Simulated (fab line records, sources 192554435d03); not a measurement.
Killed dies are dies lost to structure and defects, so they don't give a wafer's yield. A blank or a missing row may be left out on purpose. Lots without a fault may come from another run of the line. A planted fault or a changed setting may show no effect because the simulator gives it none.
A struck lot beside a sound one | flow n5_finfet | 36 steps out of a route of 1938
Sound: wafers L866.1, L866.2, L866.3. Struck: wafers L863.2, L863.5, L863.6. The cause comes at the end.
At each step with rows: each side's tool, then ch and its chambers, then its first start. Under that, the readings that differ: sound wafers | struck wafers | difference of the means | sigmas: that difference in standard deviations of wafers without a fault.
alike: readings whose means differ by less than 2 such deviations, and words and numbers that are the same on both sides. not compared: withheld readings, readings that some wafer has no value for, bounds like >300 that may hide the same value, and numbers for which the record gives no deviation and whose values overlap.
The two part at a step that has a row with sigmas, a row that says differs or no value, or rows on one side only. Numbers that don't overlap but have no deviation are shown without sigmas and don't part them. A reading that every wafer of one side lacks parts them only if that side has two wafers or more.

first, 9 steps without rows for these wafers: N5_BEOL_M4_ANNEAL_95 (time 240 s); N5_BEOL_M4_SPUTTER_96 (material Cu, target thk 4.5 nm, time 8.29 s); N5_BEOL_M4_ECD_50 (material Cu, target thk 300 nm); N5_BEOL_M4_ANNEAL_51 (time 90 s); N5_BEOL_M4_CMP_52 (polishes, stops on SiOC, t overpolish 6.8 s, target thk 40 nm); N5_BEOL_M4_PRE_CLEAN_60 (time 15 s); N5_BEOL_M4_CO_CAP_55 (material Co, precursor CCTBA/H2, target thk 2 nm, time 102.1 s); N5_BEOL_M4_PRE_CLEAN_56 (time 15 s); N5_BEOL_M4_DEP_57 (deposits SiCN from 3MS/NH3, target thk 8 nm, time 14 s).
N5_BEOL_M4_RC_MEAS_101:
  sound on prober-01 ch 0, day 13 00:59; struck on prober-02 ch 0, day 12 07:05
  alike: DIBL_N, DIBL_P, IOFF_N, IOFF_P, ION_N, ION_P, SS_N, SS_P, VT_N, VT_P
then, 24 steps without rows for these wafers: N5_BEOL_M5_ILD_DEP_00 (deposits SiCOH lowk from DEMS/porogen, target thk 140.64 nm, time 25.9 s); N5_BEOL_M5_CURE_79 (cures SiCOH lowk, time 240 s); N5_BEOL_M5_PECVD_70 (deposits SiO2 from TEOS/O2, target thk 16 nm, time 18 s); N5_BEOL_M5_HM_DEP_02 (deposits TiN, target thk 20 nm); N5_BEOL_M5_COAT_59 (time 60 s, resist thk 60 nm); N5_BEOL_M5_COAT_60 (time 60 s, resist thk 12 nm); N5_BEOL_M5_COAT_71 (time 60 s, resist thk 5 nm); N5_BEOL_M5_COAT_05 (resist thk 30 nm); N5_BEOL_M5_EBR_07; N5_BEOL_M5_SOFTBAKE_06 (time 60 s); N5_BEOL_M5_EXPOSE_08 (exposes mask M5, target cd 28 nm); N5_BEOL_M5_PEB_09 (peb time 60 s); N5_BEOL_M5_DEVELOP_10 (develop time 30 s); N5_BEOL_M5_DESCUM_16 (chemistry O2, time 7 s); N5_BEOL_M5_ETCH_72 (etches underlayer in N2/H2, target depth 6.5 nm, time 5.2 s); N5_BEOL_M5_ETCH_61 (etches SiARC in CF4, target depth 15.6 nm, time 26 s); N5_BEOL_M5_ETCH_62 (etches SOC in N2/H2, target depth 75 nm, overetch 15 nm, time 112.5 s); N5_BEOL_M5_STRIP_63 (strips in N2/H2); N5_BEOL_M5_STRIP_73 (strips in N2/H2); N5_BEOL_M5_STRIP_64 (strips in CF4); N5_BEOL_M5_HM_OPEN_17 (chemistry Cl2/BCl3, target TiN, target depth 20 nm, overetch 6 nm); N5_BEOL_M5_STRIP_19 (strips in O2); N5_BEOL_M5_COAT_65 (time 60 s, resist thk 60 nm); N5_BEOL_M5_COAT_66 (time 60 s, resist thk 12 nm).
-- the record jumps here: 2 days lie between the struck wafers' starts before and after (it left off in module BEOL_M5 and takes up again in module BEOL_M11, whose first step shown is number 1539 of the route) --
N5_BEOL_M11_PECVD_70: deposits SiO2 from TEOS/O2, target thk 20 nm, time 22.7 s.
  sound on pecvd-03 ch 0,1,2, day 15 05:26; struck on pecvd-03 ch 0,2, day 14 12:29
  no value came back on the struck wafers for any of 5 readings (chamber_pressure_Torr (Torr), heater_power_outer_w (W) and others); on the sound wafers chamber_pressure_Torr (Torr) reads 5.476 5.512 5.502
-- the record jumps here: 2 days lie between the struck wafers' starts before and after (it left off in module BEOL_M11 and takes up again in module PASSIVATION, whose first step shown is number 1936 of the route) --
N5_PASSIVATION_PROBE_49:
  sound on prober-02, day 17 07:57; struck on prober-01, day 16 14:29
  reading                  | sound          | struck         | difference | sigmas
  defect_limited_yield (%) | 88.4 91.0 91.8 | 65.3 62.8 63.5 | -26.5      | -18
  killed_at_M4_up          | 12 6 9         | 328 326 351    | +326       | +62
  killed_at_contacts       | 33 22 23       | 9 10 13        | -15        | -2
  killed_dies              | 137 106 97     | 409 439 431    | +313       | +18
  killed_on_rim            | 27 15 11       | 22 110 19      | +33        | +8
  sort_bin_5_function (%)  | 7.1 5.3 4.7    | 30.8 32.4 33.1 | +26.4      | +28
  sort_n_pass              | 1043 1074 1083 | 771 741 749    | -313       | -18
  sort_yield_pct (%)       | 88.4 91.0 91.8 | 65.3 62.8 63.5 | -26.5      | -19
  alike: killed_at_M0_to_M3, killed_at_front_end, killed_at_other, killed_open, killed_short, sort_bin_6_memory

WHERE THEY PART
First at N5_BEOL_M11_PECVD_70; last, within this record, at N5_PASSIVATION_PROBE_49.

WHY: what the simulator had put in
Skipped step whole: pecvd-03, from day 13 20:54 on, at N5_BEOL_M11_PECVD_70. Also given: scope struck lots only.
